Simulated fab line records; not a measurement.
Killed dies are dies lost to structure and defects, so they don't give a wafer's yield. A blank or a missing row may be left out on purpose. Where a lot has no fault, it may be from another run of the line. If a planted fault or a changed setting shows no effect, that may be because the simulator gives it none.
fab line records    flow n5_finfet
[record] lots = 11  wafers = 29  last_day = 18
route steps=1938 shown BEOL_M4@1111 BEOL_M15@1806 PASSIVATION@1936
lots that met no fault: from a run of the same line without faults
start_h: start of the lot's first displayed wafer, in hours after the record's first day    wait_h: hours since the lot's step before    " same as the row above    L1.1+2: a row that stands for several wafers    - no value, or no start given    * or withheld: withheld    < > ~ a bound
route shown NAME@n: a module of which the file shows steps, and the number in the route of the first    usual: mean/standard deviation taken from wafers without a fault    same: alike in all rows    chamber/n: place in a boat    sites: the reading at each site    _std_site: how widely they spread, as a standard deviation    _edge_site: inner sites' mean taken away from outer sites' mean    radius_mm: for every site, how far away it sits from the centre of the wafer    mask NAME#n: copy n    behind: the tool/chamber that last shaped the wafer    hold: why the lot went on hold/how many hours it stayed there/how the hold came to an end    device: the n, p or np transistor that did not switch    end of line: tests run on the same wafers once the route is complete    a step with no rows: only its recipe    killed: at the first sort, the dies lost to defects and structure; wafer yield is something else    map: the dies of a wafer, with x for killed, . for not killed, _ for no die there
set.NAME: the run value of the setting; set.NAME@STEP: its run value at that earlier step    model.NAME: the simulator's own value behind a step, which no gauge read
route steps across a sampled set of lots; one table per step, one row per wafer
services: when a tool's chamber went out of use (start_h, in hours from the record's first day, below 0 if earlier), for how many hours, and the reason
[[steps]]
[step N5_BEOL_M4_RC_MEAS_101]
[usual] DIBL_N = 36.2/2.2  DIBL_P = 36.1/2.8  IOFF_N = 0.16/0.041  IOFF_P = 0.21/0.047  ION_N = 676/16  ION_P = 463/11  SS_N = 71.6/0.78  SS_P = 73.3/0.86  VT_N = 249/3.8  VT_P = -251/3.9
lot.wafer  tool       chamber  start_h  wait_h  DIBL_N[mV/V]  DIBL_P[mV/V]  IOFF_N[nA/um]  IOFF_P[nA/um]  ION_N[uA/um]  ION_P[uA/um]  SS_N[mV/dec]  SS_P[mV/dec]  VT_N[mV]  VT_P[mV]
L217.3     prober-02  0        174.68   0.3     33.8          32.5          0.13           0.16           686           465           70.7          72.0          250       -256
L217.5     "          0        "        "       35.4          34.2          0.16           0.19           688           467           70.9          72.9          248       -251
L219.2     prober-02  0        196.50   0.2     36.2          35.8          0.18           0.24           684           471           71.6          73.8          245       -246
L219.4     "          0        "        "       35.3          35.2          0.15           0.22           675           465           71.0          73.2          252       -248
L219.5     "          0        "        "       36.0          35.4          0.15           0.23           666           466           71.3          73.2          254       -249
L221.4     prober-01  0        201.09   0.5     36.8          40.0          0.19           0.24           678           465           71.8          74.2          247       -244
L221.5     "          0        "        "       35.3          38.0          0.17           0.21           679           464           71.7          73.3          246       -251
L221.6     "          0        "        "       33.9          35.4          0.13           0.17           655           446           71.1          73.2          253       -251
L224.2     prober-02  0        211.58   0.2     36.6          36.2          0.16           0.20           669           458           71.7          73.7          254       -252
L224.5     "          0        "        "       37.7          38.9          0.19           0.23           682           459           72.2          74.6          249       -250
L226.2     prober-02  0        237.18   0.2     37.7          37.3          0.18           0.23           680           463           72.4          73.0          249       -248
L226.4     "          0        "        "       32.6          31.9          0.10           0.16           664           460           69.9          72.2          255       -253
L226.6     "          0        "        "       39.5          40.4          0.22           0.28           678           464           71.7          74.3          247       -247
L230.1     prober-01  0        246.21   0.0     40.1          40.9          0.24           0.29           682           467           73.4          75.0          244       -249
L230.2     "          0        "        "       32.8          31.5          0.11           0.14           653           451           70.9          72.2          253       -257
L231.2     prober-01  0        273.69   0.2     35.5          36.9          0.16           0.21           669           459           71.9          73.2          247       -250
L231.3     "          0        "        "       37.2          38.5          0.21           0.24           691           468           72.1          73.8          243       -247
L231.6     "          0        "        "       35.6          36.7          0.18           0.21           686           466           72.0          73.7          245       -252
L232.1     prober-02  0        276.83   0.0     37.5          35.7          0.19           0.20           678           460           72.2          72.8          246       -251
L232.2     "          0        "        "       32.0          31.0          0.10           0.15           654           454           70.3          71.6          255       -256
L232.5     "          0        "        "       38.7          39.0          0.21           0.26           683           467           71.8          74.6          247       -248
L238.2     prober-01  0        305.86   0.4     37.1          39.2          0.20           0.25           700           481           71.7          74.1          246       -247
L238.5     "          0        "        "       35.2          37.6          0.16           0.22           675           461           71.9          73.6          248       -251
L240.3     prober-01  0        313.13   0.3     35.8          38.1          0.15           0.23           661           461           70.6          74.0          250       -250
L240.5     "          0        "        "       40.4          42.0          0.26           0.31           701           482           72.5          75.7          242       -245
L240.6     "          0        "        "       31.0          31.3          0.08           0.13           647           449           69.6          71.7          260       -255
L239.2     prober-02  0        316.46   0.2     33.7          32.3          0.11           0.14           653           450           69.8          71.8          254       -255
L239.3     "          0        "        "       33.2          31.3          0.10           0.14           664           453           70.4          71.6          256       -258
L239.5     "          0        "        "       38.4          37.8          0.18           0.21           669           455           71.6          73.5          249       -254
[step N5_BEOL_M15_INSPECT_30]
[recipe] mode = adi  inspect_instrument = macro
[usual] raw_defect_count = 1.9/1.5
lot.wafer  tool               chamber  start_h  wait_h  raw_defect_count
L217.3     defect_inspect-01  -        257.82   0.0     3
L217.5     "                  -        "        "       4
L219.2     defect_inspect-01  -        278.77   0.0     1
L219.4     "                  -        "        "       1
L219.5     "                  -        "        "       6
L221.4     defect_inspect-02  -        283.09   0.0     1
L221.5     "                  -        "        "       1
L221.6     "                  -        "        "       0
L224.2     defect_inspect-02  -        300.30   0.0     2
L224.5     "                  -        "        "       1
L226.2     defect_inspect-02  -        320.86   0.0     1
L226.4     "                  -        "        "       4
L226.6     "                  -        "        "       1
L230.1     defect_inspect-01  -        354.21   0.0     1
L230.2     "                  -        "        "       1
L231.2     defect_inspect-01  -        357.27   0.0     0
L231.3     "                  -        "        "       1
L231.6     "                  -        "        "       4
L232.1     defect_inspect-02  -        358.65   0.0     1
L232.2     "                  -        "        "       4
L232.5     "                  -        "        "       1
L238.2     defect_inspect-02  -        397.98   0.0     0
L238.5     "                  -        "        "       3
L239.2     defect_inspect-01  -        401.63   0.0     2
L239.3     "                  -        "        "       3
L239.5     "                  -        "        "       0
L240.3     defect_inspect-01  -        406.18   0.0     1
L240.5     "                  -        "        "       2
L240.6     "                  -        "        "       1
[step N5_BEOL_M15_DEGAS_41]
[recipe] ambient = vacuum  temp_c = 300  time_s = 60
[usual] heater_power_w = 479/63
lot.wafer  tool            chamber  start_h  wait_h  heater_power_w
L217.3     pvd_sputter-02  -        258.60   0.0     417
L217.5     "               -        "        "       425
L219.2     pvd_sputter-01  -        279.75   0.3     526
L219.4     "               -        "        "       524
L219.5     "               -        "        "       492
L221.4     pvd_sputter-03  -        289.66   0.3     499
L221.5     "               -        "        "       500
L221.6     "               -        "        "       499
L224.2     pvd_sputter-02  -        303.59   0.5     399
L224.5     "               -        "        "       415
L226.2     pvd_sputter-02  -        324.41   0.4     447
L226.4     "               -        "        "       422
L226.6     "               -        "        "       638
L230.1     pvd_sputter-02  -        358.05   0.5     647
L230.2     "               -        "        "       424
L231.2     pvd_sputter-01  -        358.68   0.3     520
L231.3     "               -        "        "       520
L231.6     "               -        "        "       490
L232.1     pvd_sputter-02  -        359.81   0.2     414
L232.2     "               -        "        "       633
L232.5     "               -        "        "       431
L238.2     pvd_sputter-02  -        399.18   0.3     654
L238.5     "               -        "        "       639
L239.2     pvd_sputter-02  -        403.00   0.1     430
L239.3     "               -        "        "       632
L239.5     "               -        "        "       655
L240.3     pvd_sputter-01  -        409.93   0.3     495
L240.5     "               -        "        "       488
L240.6     "               -        "        "       409
[step N5_BEOL_M15_SPUTTER_43]
[recipe] material = TaN  target_thk_a = 150  temp_c = 50  bias_v = 168.6  power_w = 15000  chamber_pressure_pa = 0.12  time_s = 24.19
[usual] bias_v = 168.6/1.6  cathode_dc_power_W = 15000/2.7  throttle_valve_pct = 29.7/1.3
lot.wafer  tool            chamber  start_h  wait_h  bias_v  cathode_dc_power_W  throttle_valve_pct
L217.3     pvd_sputter-02  -        258.68   0.0     170.2   14997               29.1
L217.5     "               -        "        "       169.5   15002               28.8
L219.2     pvd_sputter-01  -        279.83   0.0     169.6   14998               28.3
L219.4     "               -        "        "       169.2   14996               29.2
L219.5     "               -        "        "       170.4   15002               28.2
L221.4     pvd_sputter-03  -        289.74   0.0     170.1   14997               29.5
L221.5     "               -        "        "       168.1   14994               31.9
L221.6     "               -        "        "       171.8   14996               31.4
L224.2     pvd_sputter-02  -        303.67   0.0     167.1   15003               28.6
L224.5     "               -        "        "       168.4   14998               28.8
L226.2     pvd_sputter-02  -        324.49   0.0     167.4   14999               30.5
L226.4     "               -        "        "       166.6   15002               28.6
L226.6     "               -        "        "       168.4   15000               28.3
L230.1     pvd_sputter-02  -        358.13   0.0     172.0   15007               28.4
L230.2     "               -        "        "       170.4   15002               29.0
L231.2     pvd_sputter-01  -        358.76   0.0     -       -                   -
L231.3     "               -        "        "       -       -                   -
L231.6     "               -        "        "       -       -                   -
L232.1     pvd_sputter-02  -        359.89   0.0     -       -                   -
L232.2     "               -        "        "       -       -                   -
L232.5     "               -        "        "       -       -                   -
L238.2     pvd_sputter-02  -        399.26   0.0     165.8   14995               28.2
L238.5     "               -        "        "       167.1   15005               28.3
L239.2     pvd_sputter-02  -        403.08   0.0     170.5   14997               28.6
L239.3     "               -        "        "       169.5   15000               28.1
L239.5     "               -        "        "       169.1   14998               28.2
L240.3     pvd_sputter-01  -        410.01   0.0     170.9   14995               28.3
L240.5     "               -        "        "       167.2   14999               28.0
L240.6     "               -        "        "       171.8   15002               31.0
[step N5_BEOL_M15_CMP_49]
[recipe] stop_on = SiO2  t_overpolish_s = 4.9  down_force_psi = 2  platen_rpm = 80  clearing_platen_down_force_psi = 2  clearing_platen_rpm = 80  post_cmp_clean = cu_alkaline  target_thk_nm = 850  clearing_platen_pad_velocity_m_s = 1.5917  pad_velocity_m_s = 1.5917
[usual] barrier_field_endpoint_s = 11.36/0.29  motor_current_A = 7.9/0.71  pad_life_wafers = 1024/570
lot.wafer  tool    chamber  start_h  wait_h  barrier_field_endpoint_s  motor_current_A  pad_life_wafers
L217.3     cmp-01  0        259.61   0.3     11.27                     9.7              987
L217.5     "       2        "        "       11.27                     7.3              -
L219.2     cmp-03  2        280.90   0.2     11.32                     8.0              522
L219.4     "       1        "        "       10.81                     8.1              525
L219.5     "       2        "        "       11.29                     8.1              -
L221.4     cmp-02  3        290.56   0.1     11.45                     7.6              1902
L221.6     "       3        "        "       11.34                     7.4              -
L221.5     "       0        "        "       11.13                     7.1              -
L224.2     cmp-01  0        304.56   0.3     11.69                     9.4              1334
L224.5     "       2        "        "       11.90                     7.5              -
L226.2     cmp-03  2        325.31   0.2     11.28                     7.8              858
L226.4     "       1        "        "       11.28                     8.4              861
L226.6     "       3        "        "       11.46                     7.2              -
L230.1     cmp-02  3        358.99   0.3     12.06                     7.4              343
L230.2     "       1        "        "       11.94                     7.9              345
L231.2     cmp-02  1        359.62   0.2     5.73                      8.2              349
L231.3     "       3        "        "       5.85                      7.3              351
L231.6     "       0        "        "       5.73                      7.0              -
L232.2     cmp-02  1        360.84   0.3     5.70                      8.2              368
L232.1     "       2        "        "       5.40                      7.8              369
L232.5     "       3        "        "       5.53                      7.7              -
L238.2     cmp-03  0        400.09   0.2     11.64                     8.9              1488
L238.5     "       1        "        "       11.09                     8.1              -
L239.3     cmp-01  2        404.08   0.3     11.39                     7.2              14
L239.2     "       3        "        "       11.41                     7.5              15
L239.5     "       0        "        "       11.19                     10.0             -
L240.3     cmp-03  1        411.34   0.2     11.03                     7.8              1568
L240.5     "       3        "        "       11.03                     7.0              -
L240.6     "       0        "        "       11.86                     9.0              -
[step N5_BEOL_M15_THK_MEAS_50]
[recipe] thk_meas_gauge = xrf  reads = Cu_of_BEOL_M15_ECD_47
[usual] M15_THK = 834/17
lot.wafer  tool           chamber  start_h  wait_h  M15_THK[nm]
L217.3     film_metro-02  -        259.79   -       807
L217.5     "              -        "        "       827
L219.2     film_metro-02  -        281.20   -       831
L219.4     "              -        "        "       811
L219.5     "              -        "        "       831
L221.4     film_metro-02  -        290.85   -       830
L221.5     "              -        "        "       829
L221.6     "              -        "        "       826
L224.2     film_metro-01  -        304.78   -       820
L224.5     "              -        "        "       802
L226.2     film_metro-02  -        325.60   -       808
L226.4     "              -        "        "       850
L226.6     "              -        "        "       813
L230.1     film_metro-02  -        359.25   -       862
L230.2     "              -        "        "       799
L231.2     film_metro-02  -        359.88   -       850
L231.3     "              -        "        "       856
L231.6     "              -        "        "       830
L232.1     film_metro-01  -        361.06   -       830
L232.2     "              -        "        "       847
L232.5     "              -        "        "       826
L238.2     film_metro-02  -        400.39   -       811
L238.5     "              -        "        "       805
L239.2     film_metro-01  -        404.30   -       856
L239.3     "              -        "        "       816
L239.5     "              -        "        "       815
L240.3     film_metro-01  -        411.56   -       850
L240.5     "              -        "        "       815
L240.6     "              -        "        "       852
[step N5_PASSIVATION_PROBE_49]
[usual] defect_limited_yield = 91.4/1.4  killed_at_M0_to_M3 = 33/10  killed_at_M4_up = 14/6.1  killed_at_contacts = 14/6.1  killed_at_front_end = 38/9.7  killed_at_other = 3.1/2.9  killed_dies = 102/17  killed_open = 67/13  killed_short = 32/8  sort_bin_5_function = 5.1/0.94  sort_bin_6_memory = 3.2/0.68  sort_bin_8_speed = 0.02/0.17  sort_n_pass = 1078/17  sort_yield_pct = 91.3/1.5
[same] gross_dies = 1180  killed_at_back_side = 0  sort_bin_4_leakage[%] = 0
lot.wafer  tool       chamber  start_h  wait_h  defect_limited_yield[%]  killed_at_M0_to_M3  killed_at_M4_up  killed_at_contacts  killed_at_front_end  killed_at_other  killed_dies  killed_open  killed_short  sort_bin_5_function[%]  sort_bin_6_memory[%]  sort_bin_8_speed[%]  sort_n_pass  sort_yield_pct[%]
L231.2     prober-01  -        376.18   0.1     83.6                     44                  100              11                  36                   2                193          66           31            12.4                    3.4                   0                    987          83.6
L231.3     prober-01  -        376.23   0.1     82.6                     32                  105              17                  51                   0                205          78           29            13.1                    3.8                   0                    975          82.6
L231.6     prober-01  -        376.38   0.3     82.7                     27                  117              12                  47                   1                204          76           35            13.1                    3.9                   0                    976          82.7
L232.1     prober-02  -        376.72   0.0     85.1                     23                  92               22                  38                   1                176          57           39            11.4                    3.2                   0                    1004         85.1
L232.2     prober-02  -        376.77   0.1     82.4                     39                  113              9                   39                   8                208          69           37            13.6                    3.6                   0                    972          82.4
L232.5     prober-02  -        376.92   0.2     85.0                     24                  100              13                  34                   6                177          48           31            11.7                    2.2                   0                    1003         85.0
// killed by level:class
L231.2 BEOL_M15:area_sputter=88 BEOL_M0_SAQP:geometric_particle:short=13 MOL_CONTACT_COAG:geometric_particle:open=10 BEOL_M2:geometric_particle:open=9 GATE_CUT:geometric_particle:open=6 BEOL_M0_SAQP:geometric_particle:open=6 BEOL_M1:geometric_particle:open=6 HKMG_FIN:area_etch=6
L231.3 BEOL_M15:area_sputter=97 STI_FIN_REVEAL:geometric_particle:open=15 MOL_CONTACT_COAG:geometric_particle:open=12 BEOL_M0_SAQP:geometric_particle:short=12 BEOL_M0_SAQP:geometric_particle:open=10 FIN_SAQP:geometric_particle:open=8 GATE_CUT:geometric_particle:open=6 FIN_SAQP:geometric_particle:short=5
L231.6 BEOL_M15:area_sputter=93 BEOL_M4:geometric_particle:open=10 BEOL_M2:geometric_particle:open=8 MOL_CONTACT_COAG:geometric_particle:open=8 BEOL_M5:geometric_particle:open=8 DUMMY_GATE:geometric_particle:open=7 BEOL_M0_SAQP:geometric_particle:open=7 FIN_SAQP:geometric_particle:open=6
L232.1 BEOL_M15:area_sputter=77 FIN_SAQP:geometric_particle:short=16 MOL_CONTACT_COAG:geometric_particle:open=15 MOL_CONTACT_COAG:geometric_particle:short=7 BEOL_M3:geometric_particle:open=7 FIN_SAQP:geometric_particle:open=5 BEOL_M0_SAQP:geometric_particle:short=5 DUMMY_GATE:geometric_particle:open=4
L232.2 BEOL_M15:area_sputter=97 MOL_CONTACT_COAG:geometric_particle:open=8 BEOL_M0_SAQP:geometric_particle:short=8 BEOL_M0_SAQP:geometric_particle:open=8 FIN_SAQP:geometric_particle:short=7 BEOL_M1:geometric_particle:open=7 BEOL_M2:geometric_particle:open=6 STI_FIN_REVEAL:geometric_particle:open=6
L232.5 BEOL_M15:area_sputter=88 MOL_CONTACT_COAG:geometric_particle:open=11 FIN_SAQP:geometric_particle:open=8 BEOL_M0_SAQP:geometric_particle:short=7 HKMG_FIN:area_etch=6 BEOL_M0_SAQP:geometric_particle:open=5 FIN_SAQP:geometric_particle:short=4 GATE_CUT:geometric_particle:short=4
[[services]]
tool            chamber  start_h  hours  kind
cmp-02          -        275.26   7.0    pm
cmp-02          -        294.54   0.4    repair
pvd_sputter-01  -        305.83   20.9   repair
cmp-02          -        310.11   4.0    pm
cmp-02          -        314.11   -      consumable_replace:conditioner
cmp-02          -        314.11   -      consumable_replace:pad
cmp-02          -        316.22   1.3    repair
cmp-02          -        317.59   4.1    pm
cmp-01          -        322.45   6.1    pm
cmp-03          -        334.91   2.6    repair
pvd_sputter-02  -        349.46   4.3    repair
cmp-02          -        386.61   0.6    repair
cmp-01          -        397.12   4.0    pm
cmp-01          -        401.12   -      consumable_replace:conditioner
cmp-01          -        401.12   -      consumable_replace:pad
[[key]]
[first_sign] step = N5_BEOL_M15_SPUTTER_43  reading = tool_record  direction = missing
[effect] step = N5_BEOL_M15_CMP_49  reading = barrier_field_endpoint_s  direction = down  sigmas = 19  usual = 11.36  struck = 5.66
[effect] step = N5_PASSIVATION_PROBE_49  reading = killed_at_M4_up  direction = up  sigmas = 15  usual = 14  struck = 104
[more_kills_born_at] N5_BEOL_M15_SPUTTER_43@pvd_sputter-01 = 278  N5_BEOL_M15_SPUTTER_43@pvd_sputter-02 = 262
met_at N5_BEOL_M15_SPUTTER_43
struck_lots L231,L232
not_acting_at N5_BEOL_M15_INSPECT_30,N5_BEOL_M15_DEGAS_41,N5_BEOL_M15_THK_MEAS_50
onset_between 358.13 358.76
[earlier_fault] kind = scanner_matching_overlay  tool = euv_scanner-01  chamber = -  onset_h = 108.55  steps = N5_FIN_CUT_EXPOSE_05  offset = 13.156
[fault] kind = skipped_step_whole  tool = pvd_sputter-01,pvd_sputter-02  chamber = -  onset_h = 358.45  steps = N5_BEOL_M15_SPUTTER_43  scope = struck_lots_only
